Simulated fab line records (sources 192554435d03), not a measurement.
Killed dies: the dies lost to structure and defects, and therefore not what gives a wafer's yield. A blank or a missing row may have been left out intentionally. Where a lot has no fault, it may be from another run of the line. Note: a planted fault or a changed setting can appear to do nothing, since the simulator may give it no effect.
Lot-split experiment    flow n5Finfet    39 wafers read from 7 lots, route of 1938 steps

THE SPLIT ITSELF
At N5_DUMMY_GATE_ETCH_32 (etches SiO2 in CF4, target depth 3.5 nm, time 3.9 s), the setting timeS was moved away from the recipe's 3.9 s on 9 of the 39 wafers read, by -16.2% to +17.0%. All remaining wafers had this setting at the recipe value.

The split's own step is where the reading is taken.

THE READING
etch.depthNm (the simulator's own value, which no gauge read), in nm, at N5_DUMMY_GATE_ETCH_32 (etches SiO2 in CF4, target depth 3.5 nm, time 3.9 s). No usual value for it is given in the file. Across the 30 wafers here that went through the recipe, the average is 3.450 nm and the standard deviation 0.066 nm.

wafer   tool, chamber at the split  timeS as run, s  against the recipe  etch.depthNm, nm  against lot-mates on the recipe
L077.1  rieSi-05, 2                 3.9              recipe              3.419             -
L077.2  rieSi-05, 3                 3.9              recipe              3.341             -
L077.3  rieSi-05, 1                 3.9              recipe              3.447             -
L077.4  rieSi-05, 0                 3.9              recipe              3.461             -
L077.5  rieSi-05, 2                 3.9              recipe              3.397             -
L077.6  rieSi-05, 3                 3.9              recipe              3.326             -
L078.2  rieSi-05, 2                 3.9              recipe              3.473             -
L078.3  rieSi-05, 1                 3.9              recipe              3.51              -
L078.4  rieSi-05, 3                 3.9              recipe              3.428             -
L081.1  rieSi-06, 0                 3.9              recipe              3.446             -
L081.2  rieSi-06, 2                 3.9              recipe              3.429             -
L081.3  rieSi-06, 3                 3.9              recipe              3.369             -
L081.4  rieSi-06, 1                 3.9              recipe              3.563             -
L081.5  rieSi-06, 2                 3.9              recipe              3.436             -
L081.6  rieSi-06, 3                 3.9              recipe              3.355             -
L082.1  rieSi-01, 0                 3.9              recipe              3.502             -
L082.2  rieSi-01, 3                 3.9              recipe              3.525             -
L082.3  rieSi-01, 2                 3.9              recipe              3.451             -
L082.4  rieSi-01, 1                 3.9              recipe              3.343             -
L082.5  rieSi-01, 3                 3.9              recipe              3.555             -
L082.6  rieSi-01, 0                 3.9              recipe              3.515             -
L083.1  rieSi-06, 2                 4.562            +17.0%              4.021             +0.564
L083.2  rieSi-06, 0                 3.9              recipe              3.416             -
L083.3  rieSi-06, 3                 3.9              recipe              3.391             -
L083.4  rieSi-06, 1                 3.9              recipe              3.563             -
L083.5  rieSi-06, 2                 4.562            +17.0%              4.042             +0.585
L083.6  rieSi-06, 1                 4.562            +17.0%              4.198             +0.741
L087.1  rieSi-05, 1                 3.9              recipe              3.487             -
L087.2  rieSi-05, 3                 3.268            -16.2%              2.837             -0.611
L087.3  rieSi-05, 0                 3.268            -16.2%              2.952             -0.496
L087.4  rieSi-05, 2                 3.268            -16.2%              2.888             -0.560
L087.5  rieSi-05, 3                 3.9              recipe              3.386             -
L087.6  rieSi-05, 2                 3.9              recipe              3.47              -
L093.1  rieSi-05, 0                 3.332            -14.6%              3.013             -0.488
L093.2  rieSi-05, 2                 3.9              recipe              3.469             -
L093.3  rieSi-05, 1                 3.9              recipe              3.504             -
L093.4  rieSi-05, 3                 3.332            -14.6%              2.933             -0.568
L093.5  rieSi-05, 1                 3.332            -14.6%              3.011             -0.490
L093.6  rieSi-05, 0                 3.9              recipe              3.529             -

FIT RESULTS
A straight line over all 39 wafers: etch.depthNm changes by +0.035 nm for each +1% of timeS; r = +0.97; the points scatter about the line by 0.068 nm.
The same after taking each lot's own level away (the mean of its wafers on the recipe; 39 wafers): +0.0357 nm for each +1%; r = +0.98; scatter 0.06 nm.
On that fit, the largest move of timeS shifts the reading by 0.61 nm.
From 3.3985 to 3.5007 nm: that is the span of the lots' own levels, equal to 1.5 times the standard deviation above.
The two slopes are in agreement: the lot-to-lot level therefore moves the slope only a little.
Check: for one of the wafers moved furthest among these (+17.0%), held out of the fit, the line's prediction against its lot-mates is +0.62 nm. It came out at +0.564 nm against them.

THESE WAFERS: OTHER SPLITS
Note: prior to the reading, these wafers also went through further splits. Each is held against what the fit with the lots' levels taken away leaves over:
other split on the same wafers    wafers away from the commonest value  r with etch.depthNm (lot level and that fit taken away)
N5_WELL_APT_IMPLANT_32 energyKev  15                                    +0.05
N5_FIN_SAQP_ETCH_69 targetDepthA  18                                    +0.11

FILE'S OWN FIT
etch.depthNm changes by +0.0356 nm for each +1% of timeS, r = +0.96.
